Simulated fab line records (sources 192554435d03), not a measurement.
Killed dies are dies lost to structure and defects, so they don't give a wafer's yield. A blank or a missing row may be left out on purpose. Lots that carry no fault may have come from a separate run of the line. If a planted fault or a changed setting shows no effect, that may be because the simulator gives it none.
Split-lot trial + flow n5_finfet + on a route of 1938 steps: 7 lots, 21 wafers read

SPLIT DETAILS
At N5_BEOL_M13_EXPOSE_07 (exposes mask V12), the setting dose_mj was moved away from the recipe's 24.8 on 6 of the 21 wafers read, by -5.8% to +4.7%. This setting was run at the recipe's value on the other wafers.

FROM THE SPLIT TO THE READING: what the file shows between them, 10 steps
- N5_BEOL_M13_PEB_08: peb time 90 s
- N5_BEOL_M13_DEVELOP_09: develop time 45 s
- N5_BEOL_M13_HARDBAKE_14: time 120 s
- N5_BEOL_M13_CD_MEAS_10: target cd 190 nm
- N5_BEOL_M13_DESCUM_15: chemistry O2, time 7.9 s
- N5_BEOL_M13_ETCH_59: etches BARC in N2/H2, target depth 89 nm, overetch 26.7 nm, time 67.9 s
- N5_BEOL_M13_VIA_ETCH_16: etches SiOC in C4F8/O2/Ar, target depth 921.7 nm
- N5_BEOL_M13_STRIP_63: strips in N2/H2
- N5_BEOL_M13_STRIP_71: strips in post etch residue remover, time 60 s
- N5_BEOL_M13_SRD_72: time 30 s, dry time 30 s

THE READING
cd_nm (nm) at N5_BEOL_M13_CD_MEAS_17, where the cd target is 190 nm. Fault-free wafers of this fab line usually give 190.0 nm, standard deviation 1.7 nm.

| wafer  | tool, chamber at the split | dose_mj as run | against the recipe | cd_nm, nm | against lot-mates on the recipe |
|--------|----------------------------|----------------|--------------------|-----------|---------------------------------|
| L074.1 | krf_scanner-02, 0          | 24.8           | recipe             | 192.2     | -                               |
| L074.2 | krf_scanner-02, 0          | 24.8           | recipe             | 190.6     | -                               |
| L074.3 | krf_scanner-02, 0          | 23.79          | -4.1%              | 187.8     | -3.6                            |
| L077.3 | krf_scanner-02, 0          | 25.97          | +4.7%              | 195.4     | +4.0                            |
| L077.4 | krf_scanner-02, 0          | 25.97          | +4.7%              | 195.1     | +3.7                            |
| L077.5 | krf_scanner-02, 0          | 24.8           | recipe             | 191.4     | -                               |
| L078.2 | krf_scanner-01, 0          | 24.8           | recipe             | 191.0     | -                               |
| L078.4 | krf_scanner-01, 0          | 24.8           | recipe             | 188.1     | -                               |
| L078.5 | krf_scanner-01, 0          | 24.8           | recipe             | 189.7     | -                               |
| L081.3 | krf_scanner-02, 0          | 24.8           | recipe             | 190.2     | -                               |
| L081.4 | krf_scanner-02, 0          | 25.77          | +3.9%              | 193.3     | +2.4                            |
| L081.5 | krf_scanner-02, 0          | 24.8           | recipe             | 191.7     | -                               |
| L084.1 | krf_scanner-02, 0          | 24.8           | recipe             | 189.6     | -                               |
| L084.4 | krf_scanner-02, 0          | 24.8           | recipe             | 189.3     | -                               |
| L084.5 | krf_scanner-02, 0          | 24.8           | recipe             | 190.8     | -                               |
| L087.1 | krf_scanner-02, 0          | 23.36          | -5.8%              | 181.5     | -6.6                            |
| L087.3 | krf_scanner-02, 0          | 24.8           | recipe             | 188.1     | -                               |
| L087.4 | krf_scanner-02, 0          | 23.36          | -5.8%              | 182.4     | -5.7                            |
| L094.3 | krf_scanner-01, 0          | 24.8           | recipe             | 193.2     | -                               |
| L094.4 | krf_scanner-01, 0          | 24.8           | recipe             | 192.8     | -                               |
| L094.6 | krf_scanner-01, 0          | 24.8           | recipe             | 192.4     | -                               |

FIT RESULTS
A straight line over all 21 wafers: cd_nm changes by +1.15 nm for each +1% of dose_mj; r = +0.89; the points scatter about the line by 1.6 nm.
The same after taking each lot's own level away (the mean of its wafers on the recipe; 21 wafers): +0.912 nm for each +1%; r = +0.96; scatter 0.77 nm.
The reading moves by 5.3 nm for the largest change in dose_mj, on that fit.
The span of the lots' own levels, 188.10 to 192.80 nm, comes to 2.8 times the standard deviation stated above.
In other words, the slope is changed by the lot-to-lot level; the two fits disagree.
Check: for one of the wafers moved furthest among these (-5.8%), held out of the fit, the line's prediction against its lot-mates is -5.05 nm. Against them it came out at -6.6 nm.

ADDITIONAL SPLITS CARRIED BY THESE WAFERS
Note: prior to the reading, these wafers also went through further splits. Each is held against what the fit with the lots' levels taken away leaves over:
| other split on the same wafers | wafers away from the commonest value | r with cd_nm (lot level and that fit taken away) |
|--------------------------------|--------------------------------------|--------------------------------------------------|
| N5_BEOL_M11_VIA_ETCH_34 time_s | 9                                    | -0.09                                            |
| N5_BEOL_M13_COAT_04 spin_rpm   | 5                                    | +0.23                                            |

THE WHOLE CHAIN: every reading that the file lists as answering this split, in the file's order
| step                   | what it does     | reading | change (the file's fit)               | r (the file's) |
|------------------------|------------------|---------|---------------------------------------|----------------|
| N5_BEOL_M13_CD_MEAS_10 | target cd 190 nm | cd_nm   | +0.918 nm for each +1% of the setting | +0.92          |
| N5_BEOL_M13_CD_MEAS_17 | target cd 190 nm | cd_nm   | +0.886 nm for each +1% of the setting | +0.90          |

THE FILE'S OWN FIT
cd_nm changes by +0.886 nm for each +1% of dose_mj, r = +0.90.
